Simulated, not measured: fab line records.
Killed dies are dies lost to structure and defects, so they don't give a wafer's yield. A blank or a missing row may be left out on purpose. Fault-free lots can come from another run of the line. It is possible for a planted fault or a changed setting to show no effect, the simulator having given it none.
Matching of chambers :: flow n5Finfet :: 4 sister chambers for N5_FIN_SAQP_ETCH_51 on rieDiel-02
The step etches SiARC in CF4, target depth 45.5 nm, time 75.8 s. 18 wafers are shown with their chamber, then 9 later ones without.

== WAFERS WITH THEIR CHAMBER ==
wafer: L078.1
chamber: 0
drypumpMotorCurrentA (A): 6.3
showerheadPlenumPTorr (Torr): 2.11
throttleValvePct (%): 16.1

wafer: L078.3
chamber: 2
drypumpMotorCurrentA (A): 6.2
showerheadPlenumPTorr (Torr): 2.13
throttleValvePct (%): 15.6

wafer: L078.4
chamber: 1
drypumpMotorCurrentA (A): 5.4
showerheadPlenumPTorr (Torr): 2.08
throttleValvePct (%): 15.0

wafer: L084.3
chamber: 3
drypumpMotorCurrentA (A): 6.1
showerheadPlenumPTorr (Torr): 2.13
throttleValvePct (%): 15.7

wafer: L084.5
chamber: 1
drypumpMotorCurrentA (A): 5.4
showerheadPlenumPTorr (Torr): 2.08
throttleValvePct (%): 15.0

wafer: L084.6
chamber: 2
drypumpMotorCurrentA (A): 6.2
showerheadPlenumPTorr (Torr): 2.12
throttleValvePct (%): 15.6

wafer: L085.1
chamber: 0
drypumpMotorCurrentA (A): 6.2
showerheadPlenumPTorr (Torr): 2.11
throttleValvePct (%): 16.2

wafer: L085.2
chamber: 1
drypumpMotorCurrentA (A): 5.4
showerheadPlenumPTorr (Torr): 2.08
throttleValvePct (%): 15.0

wafer: L085.6
chamber: 3
drypumpMotorCurrentA (A): 6.1
showerheadPlenumPTorr (Torr): 2.13
throttleValvePct (%): 15.7

wafer: L087.3
chamber: 3
drypumpMotorCurrentA (A): 6.1
showerheadPlenumPTorr (Torr): 2.13
throttleValvePct (%): 15.7

wafer: L087.4
chamber: 3
drypumpMotorCurrentA (A): 6.1
showerheadPlenumPTorr (Torr): 2.13
throttleValvePct (%): 15.7

wafer: L087.5
chamber: 1
drypumpMotorCurrentA (A): 5.4
showerheadPlenumPTorr (Torr): 2.08
throttleValvePct (%): 15.0

wafer: L089.1
chamber: 2
drypumpMotorCurrentA (A): 6.2
showerheadPlenumPTorr (Torr): 2.12
throttleValvePct (%): 15.1

wafer: L089.2
chamber: 3
drypumpMotorCurrentA (A): 6.1
showerheadPlenumPTorr (Torr): 2.13
throttleValvePct (%): 15.8

wafer: L089.3
chamber: 1
drypumpMotorCurrentA (A): 5.4
showerheadPlenumPTorr (Torr): 2.08
throttleValvePct (%): 15.1

wafer: L089.4
chamber: 3
drypumpMotorCurrentA (A): 6.1
showerheadPlenumPTorr (Torr): 2.13
throttleValvePct (%): 15.7

wafer: L089.5
chamber: 2
drypumpMotorCurrentA (A): 6.2
showerheadPlenumPTorr (Torr): 2.12
throttleValvePct (%): 15.1

wafer: L089.6
chamber: 1
drypumpMotorCurrentA (A): 5.4
showerheadPlenumPTorr (Torr): 2.08
throttleValvePct (%): 15.1

SIGNATURES (averages over the wafers above)
reading: drypumpMotorCurrentA
chamber 0: 6.250
chamber 1: 5.400
chamber 2: 6.200
chamber 3: 6.100
scatter within a chamber: 0.0189

reading: showerheadPlenumPTorr
chamber 0: 2.1100
chamber 1: 2.0800
chamber 2: 2.1225
chamber 3: 2.1300
scatter within a chamber: 0.00231

reading: throttleValvePct
chamber 0: 16.150
chamber 1: 15.033
chamber 2: 15.350
chamber 3: 15.717
scatter within a chamber: 0.141
Rule: for each reading, subtract the chamber's mean from the wafer's reading, divide by that reading's scatter and square the result; add these up over the readings and take the root, which gives the wafer's distance from the chamber. The wafer belongs to the nearest chamber; if the next one is less than 2 further off, it can't be placed. How the scatter is found: for the shown wafers, subtract from each reading the mean of its chamber, square and add these, divide the total by (wafers less chambers), then take the root.

== WAFERS WITH NO CHAMBER GIVEN ==
wafer: L095.4
drypumpMotorCurrentA (A): 5.4
showerheadPlenumPTorr (Torr): 2.07
throttleValvePct (%): 15.1

wafer: L095.5
drypumpMotorCurrentA (A): 6.2
showerheadPlenumPTorr (Torr): 2.12
throttleValvePct (%): 15.1

wafer: L095.6
drypumpMotorCurrentA (A): 5.4
showerheadPlenumPTorr (Torr): 2.07
throttleValvePct (%): 15.1

wafer: L096.1
drypumpMotorCurrentA (A): 6.1
showerheadPlenumPTorr (Torr): 2.12
throttleValvePct (%): 15.1

wafer: L096.3
drypumpMotorCurrentA (A): 5.4
showerheadPlenumPTorr (Torr): 2.07
throttleValvePct (%): 15.1

wafer: L096.5
drypumpMotorCurrentA (A): 5.4
showerheadPlenumPTorr (Torr): 2.07
throttleValvePct (%): 15.1

wafer: L097.2
drypumpMotorCurrentA (A): 6.2
showerheadPlenumPTorr (Torr): 2.10
throttleValvePct (%): 15.7

wafer: L097.4
drypumpMotorCurrentA (A): 6.1
showerheadPlenumPTorr (Torr): 2.12
throttleValvePct (%): 15.8

wafer: L097.5
drypumpMotorCurrentA (A): 5.4
showerheadPlenumPTorr (Torr): 2.07
throttleValvePct (%): 15.1

== WHICH CHAMBER EACH WENT THROUGH ==
wafer: L095.4
from the rows above: 1
in truth: 1

wafer: L095.5
from the rows above: 2
in truth: 2

wafer: L095.6
from the rows above: 1
in truth: 1

wafer: L096.1
from the rows above: can't be placed: 2 or 3
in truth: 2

wafer: L096.3
from the rows above: 1
in truth: 1

wafer: L096.5
from the rows above: 1
in truth: 1

wafer: L097.2
from the rows above: 0
in truth: 0

wafer: L097.4
from the rows above: can't be placed: 3 or 2
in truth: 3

wafer: L097.5
from the rows above: 1
in truth: 1
7 of 9 placed correctly. Can't be placed from these rows: 2 (the true chamber is among the candidates in 2). Placed wrongly: 0.
